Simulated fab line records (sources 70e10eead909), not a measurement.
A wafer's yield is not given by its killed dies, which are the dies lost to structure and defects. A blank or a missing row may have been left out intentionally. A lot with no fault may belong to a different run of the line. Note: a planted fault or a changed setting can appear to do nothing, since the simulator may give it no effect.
fab line records    flow nandHarc
record: lots: 5  wafers: 15  lastDay: 32
route steps=1302 shown A_CHANNEL_HOLE_D2@589 A_CHANNEL_FILL_D2@610 END@1302
lots untouched by any fault: they come from a run of this same line in which no faults occurred
startH: start of the lot's first displayed wafer, in hours after the record's first day    waitH: hours since the lot's step before    " identical to the entry in the row above    L1.1+2: a row that stands for several wafers    - value missing, or start not given    * or withheld: withheld    < > ~ a bound
route shown NAME@n: a module of which the file shows steps, and the number in the route of the first    usual: mean/standard deviation of fault-free wafers    same: alike in all rows    chamber/n: place in a boat    sites: each site's reading    _std_site: the values' standard deviation    _edge_site: the outer-site mean with the inner-site mean subtracted    radiusMm: for every site, how far away it sits from the centre of the wafer    mask NAME#n: copy n    behind: the most recent tool/chamber to have shaped the wafer    hold: the reason the lot was held/the length of the hold in hours/how it ended    device: the n, p or np transistor that did not switch    end of line: at the end of the route, the tests of the same wafers    where a step has no rows: the recipe by itself    killed: the dies lost at the first sort to structure and to defects; this is not the yield of the wafer    map: dies across one wafer; x = killed, . = not, _ = none there
set.NAME: the run value of the setting; set.NAME@STEP: its run value at that earlier step    model.NAME: the simulator's own value behind a step, which no gauge read
lots at selected steps of the route; one table per step, one row per wafer
services: a tool's chamber out of use, with start hour (startH, from the record's first day; less than 0 if before it), hours out, and reason
== steps ==
step: NHARC_A_CHANNEL_HOLE_D2_ETCH_16
recipe: targetDepthA: 31000  overEtchFrac: 0.3  timeS: 806  ionEnergyEv: 150  o2FlowSccm: 400  cosFlowSccm: 20  arFlowSccm: 0  rfW: 500  biasW: 300  chemistry: O2/COS
step: NHARC_A_CHANNEL_HOLE_D2_CD_MEAS_18
usual: cdNm: 100.0/2.2
lot.wafer  tool      chamber  startH  waitH  cdNm
L100.3     cdSem-03  -        320.87  -      98.6
L100.4     "         -        "       "      98.7
L100.5     "         -        "       "      99.2
L101.2     cdSem-02  -        329.53  -      97.1
L101.4     "         -        "       "      98.9
L101.6     "         -        "       "      98.9
L103.1     cdSem-03  -        349.22  -      100.3
L103.5     "         -        "       "      100.5
L103.6     "         -        "       "      101.0
L112.2     cdSem-03  -        431.09  -      102.4
L112.3     "         -        "       "      102.1
L112.4     "         -        "       "      101.7
L118.2     cdSem-01  -        503.19  -      98.1
L118.3     "         -        "       "      100.5
L118.5     "         -        "       "      100.0
step: NHARC_A_CHANNEL_HOLE_D2_ETCH_19
recipe: biasV: 1200  sourceW: 2500  pressureMtorr: 15  timeS: 34.5  arFlowSccm: 375  c4f8FlowSccm: 28.8  o2FlowSccm: 96.2  tempC: -20  targetDepthA: *  chemistry: C4F8/O2/Ar
step: NHARC_A_CHANNEL_HOLE_D2_ETCH_20
recipe: biasV: 3000  sourceW: withheld  pressureMtorr: 20  timeS: 361.9  arFlowSccm: 375  c4f8FlowSccm: 89.3  o2FlowSccm: 35.7  tempC: -20  targetDepthA: 16000  chemistry: C4F8/O2/Ar
usual: c4f8FlowSccm: 89.25/0.28  drypumpMotorCurrentA: 5.5/0.45  showerheadPlenumPTorr: 3.62/0.15  throttleValvePct: 32.154/0.0083
lot.wafer  tool        chamber  startH  waitH  c4f8FlowSccm  drypumpMotorCurrentA  rfHoursCounterH  showerheadPlenumPTorr  throttleValvePct
L100.3     harEtch-02  1        321.37  0.3    89.21         5.5                   -                3.39                   32.166
L100.4     "           1        "       "      88.84         5.5                   -                3.39                   32.159
L100.5     "           1        "       "      89.27         5.5                   -                3.39                   32.155
L101.2     harEtch-01  1        331.89  0.1    89.93         6.2                   175              3.69                   32.159
L101.4     "           0        "       "      89.04         5.5                   -                3.50                   32.155
L101.6     "           1        "       "      89.40         6.2                   -                3.69                   32.163
L103.1     harEtch-01  1        349.41  0.1    89.36         6.2                   190              3.68                   32.156
L103.5     "           1        "       "      89.17         6.2                   -                3.68                   32.167
L103.6     "           0        "       "      89.15         5.5                   -                3.49                   32.163
L112.2     harEtch-01  1        431.29  0.1    89.28         6.2                   248              3.65                   32.153
L112.4     "           1        "       "      89.50         6.2                   -                3.65                   32.154
L112.3     "           0        "       "      89.53         5.4                   -                3.46                   32.150
L118.2     harEtch-02  1        503.37  0.1    89.20         5.5                   57               3.89                   32.148
L118.3     "           0        "       "      89.46         4.9                   -                3.58                   32.157
L118.5     "           1        "       "      89.45         5.5                   -                3.89                   32.157
step: NHARC_A_CHANNEL_HOLE_D2_ETCH_21
recipe: biasV: 3000  sourceW: withheld  pressureMtorr: 20  timeS: 514.3  arFlowSccm: 375  c4f8FlowSccm: 89.3  o2FlowSccm: 35.7  tempC: -20  targetDepthA: 16000  chemistry: C4F8/O2/Ar
step: NHARC_A_CHANNEL_HOLE_D2_ETCH_22
recipe: biasV: 3000  sourceW: withheld  pressureMtorr: 20  timeS: 666.7  arFlowSccm: 375  c4f8FlowSccm: 89.3  o2FlowSccm: 35.7  tempC: -20  targetDepthA: 16000  chemistry: C4F8/O2/Ar
step: NHARC_A_CHANNEL_HOLE_D2_ETCH_23
recipe: biasV: 5000  sourceW: withheld  pressureMtorr: 20  timeS: 819  arFlowSccm: 375  c4f8FlowSccm: 89.3  o2FlowSccm: 35.7  tempC: -20  targetDepthA: 16000  chemistry: C4F8/O2/Ar
usual: c4f8FlowSccm: 89.30/0.25  drypumpMotorCurrentA: 5.5/0.45  showerheadPlenumPTorr: 3.62/0.15  throttleValvePct: 32.155/0.0092
lot.wafer  tool        chamber  startH  waitH  c4f8FlowSccm  drypumpMotorCurrentA  rfHoursCounterH  showerheadPlenumPTorr  throttleValvePct
L100.3     harEtch-02  1        324.23  1.0    89.64         5.5                   -                3.39                   32.152
L100.4     "           1        "       "      89.65         5.5                   -                3.39                   32.167
L100.5     "           1        "       "      89.48         5.5                   -                3.39                   32.164
L101.2     harEtch-01  1        333.28  0.5    89.27         6.2                   177              3.68                   32.148
L101.4     "           0        "       "      89.52         5.5                   -                3.50                   32.158
L101.6     "           1        "       "      89.60         6.2                   -                3.68                   32.148
L103.1     harEtch-01  1        350.74  0.5    89.53         6.2                   192              3.68                   32.141
L103.5     "           1        "       "      89.66         6.2                   -                3.68                   32.155
L103.6     "           0        "       "      89.56         5.5                   -                3.49                   32.145
L112.2     harEtch-01  1        432.62  0.5    89.55         6.2                   249              3.64                   32.165
L112.4     "           1        "       "      89.53         6.2                   -                3.64                   32.148
L112.3     "           0        "       "      89.18         5.5                   -                3.46                   32.169
L118.2     harEtch-02  1        504.70  0.5    89.31         5.5                   59               3.89                   32.163
L118.3     "           0        "       "      89.31         4.9                   -                3.58                   32.172
L118.5     "           1        "       "      89.25         5.5                   -                3.89                   32.156
step: NHARC_A_CHANNEL_HOLE_D2_ETCH_24
recipe: biasV: 5000  sourceW: withheld  pressureMtorr: 20  timeS: 906.2  arFlowSccm: 375  c4f8FlowSccm: 93.8  o2FlowSccm: 31.2  tempC: -20  targetDepthA: 15000  chemistry: C4F8/O2/Ar
usual: c4f8FlowSccm: 93.83/0.3  drypumpMotorCurrentA: 5.5/0.45  showerheadPlenumPTorr: 3.62/0.15  throttleValvePct: 32.235/0.0098
lot.wafer  tool        chamber  startH  waitH  c4f8FlowSccm  drypumpMotorCurrentA  rfHoursCounterH  showerheadPlenumPTorr  throttleValvePct
L100.3     harEtch-02  1        325.67  1.2    93.36         5.5                   -                3.38                   32.228
L100.4     "           1        "       "      93.37         5.5                   -                3.38                   32.235
L100.5     "           1        "       "      93.57         5.5                   -                3.38                   32.236
L101.2     harEtch-01  1        333.99  0.6    93.58         6.2                   177              3.68                   32.230
L101.4     "           0        "       "      94.02         5.5                   -                3.50                   32.243
L101.6     "           1        "       "      94.12         6.2                   -                3.68                   32.237
L103.1     harEtch-01  1        351.43  0.6    93.54         6.2                   192              3.67                   32.237
L103.5     "           1        "       "      93.48         6.2                   -                3.67                   32.246
L103.6     "           0        "       "      93.99         5.5                   -                3.49                   32.236
L112.2     harEtch-01  1        433.32  0.6    93.90         6.2                   250              3.64                   32.245
L112.4     "           1        "       "      94.08         6.2                   -                3.64                   32.242
L112.3     "           0        "       "      94.23         5.5                   -                3.46                   32.228
L118.2     harEtch-02  1        505.39  0.6    93.42         5.5                   59               3.89                   32.222
L118.3     "           0        "       "      94.07         4.9                   -                3.58                   32.226
L118.5     "           1        "       "      93.89         5.5                   -                3.89                   32.218
step: NHARC_A_CHANNEL_HOLE_D2_ETCH_25
recipe: biasV: 5000  sourceW: withheld  pressureMtorr: 20  timeS: 1040.2  arFlowSccm: 375  c4f8FlowSccm: 93.8  o2FlowSccm: 31.2  tempC: -20  targetDepthA: 15000  chemistry: C4F8/O2/Ar
step: NHARC_A_CHANNEL_HOLE_D2_ETCH_26
recipe: biasV: 300  sourceW: 2000  pressureMtorr: 30  timeS: 224.1  arFlowSccm: 375  c4f8FlowSccm: 11.4  o2FlowSccm: 113.6  tempC: -20  targetDepthA: 3000  chemistry: C4F8/O2/Ar
step: NHARC_A_CHANNEL_HOLE_D2_ETCH_27
recipe: biasV: 400  sourceW: 2000  pressureMtorr: 25  timeS: 90  arFlowSccm: 375  c4f8FlowSccm: 41.7  o2FlowSccm: 83.3  tempC: -20  targetDepthA: 4000  chemistry: C4F8/O2/Ar
step: NHARC_A_CHANNEL_HOLE_D2_STRIP_41
recipe: n2FlowSccm: 150  h2FlowSccm: 150  arFlowSccm: 0  biasW: 0  chemistry: N2/H2
step: NHARC_A_CHANNEL_HOLE_D2_STRIP_42
recipe: cf4FlowSccm: 100  chf3FlowSccm: 30  arFlowSccm: 0  biasW: 0  chemistry: CF4/CHF3
lot.wafer   tool        chamber  startH  waitH
L100.3+5+4  rieDiel-13  3,0,2    329.65  0.1
L101.2+6+4  rieDiel-07  0,0,1    336.35  0.1
L103.1+6+5  rieDiel-13  1,2,3    353.91  0.1
L112.2+4+3  rieDiel-02  1,2,0    435.78  0.1
L118.2+3+5  rieDiel-13  0,1,3    507.87  0.1
step: NHARC_A_CHANNEL_HOLE_D2_STRIP_43
recipe: o2FlowSccm: 400  cosFlowSccm: 20  arFlowSccm: 0  biasW: 0  chemistry: O2/COS
step: NHARC_A_CHANNEL_HOLE_D2_ETCH_44
recipe: targetDepthA: 1400  overetchA: 140  timeS: 77  ionEnergyEv: 100  cf4FlowSccm: 80  o2FlowSccm: 20  arFlowSccm: 0  rfW: 300  biasW: 100  chemistry: CF4/O2
usual: drypumpMotorCurrentA: 5.5/0.45  oesProductAu: 0.998/0.0093  rfVppV: 197.7/1.6  showerheadPlenumPTorr: 1.33/0.062  throttleValvePct: 13.397/0.0093
lot.wafer  tool        chamber  startH  waitH  drypumpMotorCurrentA  oesProductAu  rfHoursCounterH  rfVppV  showerheadPlenumPTorr  throttleValvePct
L100.3     rieDiel-13  2        329.77  0.1    6.3                   0.995         10               201.0   1.42                   13.408
L100.5     "           2        "       "      6.2                   0.998         -                200.0   1.42                   13.392
L100.4     "           0        "       "      5.8                   1.000         -                196.5   1.31                   13.398
L101.2     rieDiel-07  1        336.49  0.1    5.2                   1.006         2                200.9   1.43                   13.406
L101.6     "           0        "       "      4.9                   0.990         -                197.3   1.35                   13.397
L101.4     "           2        "       "      4.9                   0.986         -                196.8   1.28                   13.393
L103.1     rieDiel-13  0        354.04  0.1    5.9                   1.007         0                196.5   1.31                   13.408
L103.6     "           1        "       "      5.4                   1.003         -                195.8   1.27                   13.407
L103.5     "           2        "       "      6.2                   1.003         -                200.9   1.42                   13.384
L112.2     rieDiel-02  3        435.90  0.1    5.8                   1.011         3                196.4   1.25                   13.385
L112.4     "           0        "       "      5.1                   0.994         2                196.8   1.25                   13.381
L112.3     "           1        "       "      5.5                   1.003         2                195.5   1.28                   13.405
L118.2     rieDiel-13  1        507.99  0.1    5.4                   0.996         8                196.1   1.27                   13.385
L118.3     "           2        "       "      6.2                   0.996         8                199.6   1.42                   13.396
L118.5     "           1        "       "      5.4                   0.991         -                196.8   1.27                   13.392
step: NHARC_A_CHANNEL_HOLE_D2_STRIP_28
recipe: o2FlowSccm: 500  arFlowSccm: 0  biasW: 0  chemistry: O2
usual: drypumpMotorCurrentA: 5.6/0.46  oesProductAu: 1.000/0.0092  rfVppV: 57.8/0.91  showerheadPlenumPTorr: 3.53/0.15  throttleValvePct: 17.036/0.0096
lot.wafer  tool        chamber  startH  waitH  drypumpMotorCurrentA  oesProductAu  rfHoursCounterH  rfVppV  showerheadPlenumPTorr  throttleValvePct
L100.3     rieDiel-13  0        -       -      5.9                   0.999         8                58.3    3.47                   17.036
L100.4     "           3        "       "      6.0                   0.989         -                58.3    3.60                   17.035
L100.5     "           0        "       "      5.9                   1.001         -                57.3    3.47                   17.026
L101.2     rieDiel-07  0        -       -      4.9                   1.000         2                58.9    3.56                   17.045
L101.6     "           0        "       "      5.0                   1.005         -                55.8    3.56                   17.026
L101.4     "           1        "       "      5.2                   1.016         -                56.9    3.77                   17.036
L103.1     rieDiel-13  1        -       -      5.4                   0.988         0                58.9    3.37                   17.035
L103.5     "           1        "       "      5.4                   1.007         -                56.9    3.37                   17.025
L103.6     "           2        "       "      6.2                   0.986         -                58.2    3.74                   17.032
L112.3     rieDiel-02  1        -       -      5.5                   1.013         2                57.0    3.38                   17.049
L112.4     "           2        "       "      6.2                   1.003         3                57.7    3.61                   17.033
L112.2     "           0        "       "      5.1                   1.018         2                57.3    3.32                   17.027
L118.3     rieDiel-13  3        -       -      5.9                   0.988         9                59.3    3.59                   17.040
L118.2     "           1        "       "      5.4                   0.996         9                56.2    3.36                   17.026
L118.5     "           3        "       "      5.9                   1.000         -                58.8    3.59                   17.033
step: NHARC_A_CHANNEL_HOLE_D2_PRECLEAN_29
recipe: timeS: *  tempC: 50  bathAgeMin: 0  chemistry: SC1
step: NHARC_A_CHANNEL_HOLE_D2_SRD_30
step: NHARC_A_CHANNEL_HOLE_D2_CD_MEAS_31
usual: cdNm: 90.1/1.4
lot.wafer  tool      chamber  startH  waitH  cdNm
L100.3     cdSem-01  -        330.70  -      90.3
L100.4     "         -        "       "      92.2
L100.5     "         -        "       "      88.6
L101.2     cdSem-03  -        337.41  -      89.1
L101.4     "         -        "       "      88.6
L101.6     "         -        "       "      89.4
L103.1     cdSem-01  -        354.81  -      90.3
L103.5     "         -        "       "      88.9
L103.6     "         -        "       "      89.5
L112.2     cdSem-03  -        436.71  -      88.1
L112.3     "         -        "       "      89.6
L112.4     "         -        "       "      90.3
L118.2     cdSem-02  -        508.78  -      91.1
L118.3     "         -        "       "      93.0
L118.5     "         -        "       "      93.0
step: NHARC_A_CHANNEL_HOLE_D2_XSEM_32
recipe: landingEnergyEv: 35000
step: NHARC_A_CHANNEL_HOLE_D2_INSPECT_40
usual: rawDefectCount: 284/74
lot.wafer  tool              chamber  startH  waitH  rawDefectCount
L100.3     defectInspect-02  -        330.88  -      303
L100.4     "                 -        "       "      446
L100.5     "                 -        "       "      371
L101.2     defectInspect-01  -        337.59  -      269
L101.4     "                 -        "       "      469
L101.6     "                 -        "       "      513
L103.1     defectInspect-01  -        354.99  -      201
L103.5     "                 -        "       "      333
L103.6     "                 -        "       "      267
L112.2     defectInspect-02  -        436.89  -      187
L112.3     "                 -        "       "      300
L112.4     "                 -        "       "      332
L118.2     defectInspect-02  -        508.96  -      616
L118.3     "                 -        "       "      194
L118.5     "                 -        "       "      187
step: NHARC_A_CHANNEL_FILL_D2_PRECLEAN_00
recipe: timeS: *  tempC: 50  bathAgeMin: 0  chemistry: SC1
step: NHARC_END_SORT_01
recipe: tempC: 25
usual: killedAtArray: 59/20  killedAtOther: 0.8/1.2  killedAtPeriphery: 3.5/2.2  killedDies: 63/20  killedOpen: 3.3/1.8  killedShort: 2.6/1.7
same: grossDies: 677
lot.wafer  tool       chamber  startH  waitH  killedAtArray  killedAtOther  killedAtPeriphery  killedDies  killedOpen  killedShort
L100.3     prober-02  0        589.49  3.1    90             1              2                  93          4           3
L100.4     prober-02  0        590.30  3.4    71             1              3                  75          3           2
L100.5     prober-02  0        591.11  3.7    75             0              1                  76          3           2
L101.2     prober-01  0        593.16  2.8    72             0              4                  76          2           4
L101.4     prober-01  0        594.74  3.4    62             1              4                  67          2           1
L101.6     prober-01  0        596.31  3.9    58             0              4                  62          3           1
L103.1     prober-02  0        627.03  2.5    69             0              7                  76          5           6
L103.5     prober-02  0        630.24  3.7    63             0              11                 74          3           3
L103.6     prober-02  0        631.04  4.0    59             0              4                  63          6           3
L112.2     prober-02  0        693.95  2.8    58             0              5                  63          2           2
L112.3     prober-02  0        694.75  3.1    66             0              2                  68          1           5
L112.4     prober-02  0        695.55  3.4    72             1              6                  79          1           6
L118.2     prober-02  0        769.77  2.8    130            2              8                  140         4           2
L118.3     prober-02  0        770.59  3.1    38             2              2                  42          1           2
L118.5     prober-02  0        772.22  3.8    42             1              5                  48          2           4
killed by level:class
L100.3 A_SLIT:chamberFilmFlake=39 A_CHANNEL_HOLE_D2:chamberFilmFlake=36 A_CONTACT:chamberFilmFlake=5 A_ONON_D2:geometricParticle:open=3 A_WL_FILL:geometricParticle:short=2 A_STAIRCASE:chamberFilmFlake=2 P_M0:geometricParticle:short=1 A_BLC:geometricParticle:open=1
L100.4 A_CHANNEL_HOLE_D2:chamberFilmFlake=30 A_SLIT:chamberFilmFlake=25 A_CHANNEL_HOLE_D1:chamberFilmFlake=5 A_STAIRCASE:chamberFilmFlake=3 A_CONTACT:chamberFilmFlake=3 P_ZERO_WELL:chamberFilmFlake=2 P_STI:geometricParticle:short=1 A_ONON_D1:geometricParticle:open=1
L100.5 A_CHANNEL_HOLE_D2:chamberFilmFlake=32 A_SLIT:chamberFilmFlake=25 A_CONTACT:chamberFilmFlake=7 A_CHANNEL_HOLE_D1:chamberFilmFlake=3 A_WL_FILL:chamberFilmFlake=2 A_ONON_D1:geometricParticle:open=1 A_CHANNEL_HOLE_D2:geometricParticle:short=1 A_WL_FILL:geometricParticle:short=1
L101.2 A_SLIT:chamberFilmFlake=30 A_CHANNEL_HOLE_D1:chamberFilmFlake=28 A_CHANNEL_HOLE_D2:chamberFilmFlake=6 A_STAIRCASE:chamberFilmFlake=2 A_WL_FILL:chamberFilmFlake=2 P_GATE:geometricParticle:short=1 P_GATE:geometricParticle:open=1 P_CONTACT:geometricParticle:open=1
L101.4 A_CHANNEL_HOLE_D1:chamberFilmFlake=28 A_SLIT:chamberFilmFlake=21 A_CHANNEL_HOLE_D2:chamberFilmFlake=6 P_GATE:chamberFilmFlake=2 A_STAIRCASE:chamberFilmFlake=2 A_SOURCE_PLATE:geometricParticle:open=1 A_ONON_D1:geometricParticle:open=1 A_WL_FILL:geometricParticle:short=1
L101.6 A_SLIT:chamberFilmFlake=22 A_CHANNEL_HOLE_D1:chamberFilmFlake=21 A_CHANNEL_HOLE_D2:chamberFilmFlake=6 P_M0:geometricParticle:open=2 A_STAIRCASE:chamberFilmFlake=2 A_WL_FILL:chamberFilmFlake=2 A_ONON_D1:geometricParticle:short=1 A_CONTACT:geometricParticle:open=1
L103.1 A_SLIT:chamberFilmFlake=32 A_CHANNEL_HOLE_D2:chamberFilmFlake=17 A_CONTACT:chamberFilmFlake=5 P_BONDPAD:chamberFilmFlake=4 A_WL_FILL:geometricParticle:short=2 A_M1:geometricParticle:open=2 A_WL_FILL:chamberFilmFlake=2 P_CONTACT:geometricParticle:open=1
L103.5 A_SLIT:chamberFilmFlake=31 A_CHANNEL_HOLE_D2:chamberFilmFlake=13 A_CONTACT:chamberFilmFlake=7 A_CHANNEL_HOLE_D1:chamberFilmFlake=5 P_ZERO_WELL:chamberFilmFlake=4 P_BONDPAD:chamberFilmFlake=3 P_M0:geometricParticle:open=1 P_M1:geometricParticle:short=1
L103.6 A_SLIT:chamberFilmFlake=31 A_CHANNEL_HOLE_D2:chamberFilmFlake=10 A_CONTACT:chamberFilmFlake=5 A_CHANNEL_FILL_D1:geometricParticle:open=3 P_M0:geometricParticle:open=2 A_CHANNEL_HOLE_D1:chamberFilmFlake=2 A_DECK1_JOINT:chamberFilmFlake=2 P_M1:geometricParticle:short=1
L112.2 A_SLIT:chamberFilmFlake=30 A_CHANNEL_HOLE_D2:chamberFilmFlake=19 A_CONTACT:chamberFilmFlake=4 A_CHANNEL_HOLE_D1:chamberFilmFlake=4 P_CONTACT:geometricParticle:short=1 P_M0:geometricParticle:short=1 P_M0:geometricParticle:open=1 A_BLC:geometricParticle:open=1
L112.3 A_SLIT:chamberFilmFlake=31 A_CHANNEL_HOLE_D2:chamberFilmFlake=16 A_CHANNEL_HOLE_D1:chamberFilmFlake=5 A_CONTACT:chamberFilmFlake=5 A_ONON_D1:geometricParticle:short=2 A_WL_FILL:chamberFilmFlake=2 A_DECK1_JOINT:geometricParticle:short=1 A_CHANNEL_FILL_D2:geometricParticle:short=1
L112.4 A_SLIT:chamberFilmFlake=39 A_CHANNEL_HOLE_D2:chamberFilmFlake=14 A_CHANNEL_HOLE_D1:chamberFilmFlake=6 A_CONTACT:chamberFilmFlake=6 A_ONON_D1:geometricParticle:short=2 P_CONTACT:chamberFilmFlake=2 A_DECK1_JOINT:geometricParticle:short=2 P_STI:chamberFilmFlake=2
L118.2 A_CHANNEL_HOLE_D2:unspecified=81 A_CHANNEL_HOLE_D1:chamberFilmFlake=25 A_SLIT:chamberFilmFlake=10 A_STAIRCASE:chamberFilmFlake=9 P_GATE:chamberFilmFlake=4 P_ZERO_WELL:chamberFilmFlake=2 P_CONTACT:geometricParticle:open=1 A_CHANNEL_FILL_D2:geometricParticle:open=1
L118.3 A_CHANNEL_HOLE_D1:chamberFilmFlake=19 A_STAIRCASE:chamberFilmFlake=6 A_SLIT:chamberFilmFlake=4 A_CONTACT:chamberFilmFlake=3 A_M1:chamberFilmFlake=3 A_WL_FILL:geometricParticle:short=2 THIN_TSV:chamberFilmFlake=2 P_CONTACT:geometricParticle:open=1
L118.5 A_CHANNEL_HOLE_D1:chamberFilmFlake=18 A_SLIT:chamberFilmFlake=8 A_STAIRCASE:chamberFilmFlake=5 P_GATE:chamberFilmFlake=3 A_WL_FILL:chamberFilmFlake=2 A_CONTACT:chamberFilmFlake=2 P_CONTACT:geometricParticle:open=1 P_M0:geometricParticle:short=1
map L118.2 (x killed, . not)
____________.____________
_________..x...._________
_______..x........_______
______x.x..........______
_____..........x.x.._____
____...........x.....____
____.................____
___................x..___
___............x.x....___
__.............x.x.....__
__....x.....xxx.xx.....__
_..x........xxxxxx......_
_...x......xxxxxxx......_
_..........xxxxxxxxx...._
_.........x.xxxxxxx....._
_..........xxxxxxxx....._
.........xxxxxxxxx.......
....x.....xxxxxxxx.......
.......xx.xxxxxxxxx......
......x.x.x.xxxxxxx......
......x.xxxxxxxxxx.......
_x....xx.xx....x.......x_
_......x.xxxx.x........._
_.....xx.x.............._
_......xx..............._
_......................._
__........x....x..x....__
__.....................__
___..............x....___
___...................___
____...........x..x..____
____.........xx.xxx..____
_____..........xx..._____
______.......x.....______
_______..........._______
_________......._________
____________.____________
map L103.1 (x killed, . not)
____________.____________
_________......._________
_______..x........_______
______.............______
_____..............._____
____.................____
____.................____
___...................___
___...................___
__..................x..__
__.....x.......x.......__
_..................x...._
_......................._
_x........x.x..x........_
_.......x.x....x........_
_.....x.x..............._
.......xxx.x.............
.....x.x.x....x.....x....
......xxx.x.x............
.x.....xxxxxx............
.......xxxxx..x..........
_....xx.xxxx..........x._
_......xxxx......x......_
_xx..x...x.xx..........._
_.....x.xx..x..........._
_....x.x................_
__...x................x__
__.....................__
___..................x___
___.................x.___
____.................____
____..x..x...........____
_____.......x......._____
______...x.........______
_______...x......._______
_________x.x...._________
____________.____________
== services ==
tool        chamber  startH  hours  kind
rieDiel-07  1        304.94  4.0    repair
rieDiel-07  3        308.73  40.5   repair
rieDiel-13  1        318.85  16.9   repair
rieDiel-13  0        321.00  -      clean
rieDiel-13  2        321.00  -      clean
rieDiel-13  3        321.00  -      clean
rieDiel-13  -        342.00  9.0    pm
rieDiel-13  0        342.00  9.0    ventCycle
rieDiel-13  1        342.00  9.0    ventCycle
rieDiel-13  2        342.00  9.0    ventCycle
rieDiel-13  3        342.00  9.0    ventCycle
rieDiel-13  0        351.00  -      clean
rieDiel-13  1        351.00  -      clean
rieDiel-13  2        351.00  -      clean
harEtch-02  -        383.90  17.0   pm
rieDiel-07  1        383.97  3.1    repair
rieDiel-07  -        384.11  0.2    repair
rieDiel-13  2        385.02  9.4    repair
rieDiel-02  -        393.70  9.0    pm
rieDiel-07  3        406.87  33.4   repair
rieDiel-13  2        454.24  13.4   repair
rieDiel-02  2        457.52  94.6   repair
rieDiel-07  -        471.20  9.0    pm
rieDiel-07  0        499.75  8.5    repair
== key ==
firstSign: step: NHARC_A_CHANNEL_HOLE_D2_INSPECT_40  reading: rawDefectCount  direction: up  sigmas: 4.5  usual: 284  struck: 616
effect: step: NHARC_END_SORT_01  reading: killedDies  direction: up  sigmas: 3.9  usual: 63  struck: 140
moreKillsBornAt: NHARC_A_CHANNEL_HOLE_D2_STRIP_42@rieDiel-13: 81
metAt NHARC_A_CHANNEL_HOLE_D2_STRIP_42
struckWafers L118.2
testerLeftOut L118
onsetBetween 329.65 507.87
fault: kind: chamberParticleSource  tool: rieDiel-13  chamber: 0  onsetH: 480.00  steps: NHARC_A_CHANNEL_HOLE_D2_STRIP_42  ratePerVisitCm2: 0.68975  endH: 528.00
testerLeftOut: of these lots the tester's yield and bins aren't shown, on N5 and GAA mostly nor the transistor test; their killed dies are dies lost to structure and defects alone, not to doping, threshold or leakage, so they don't give the yield
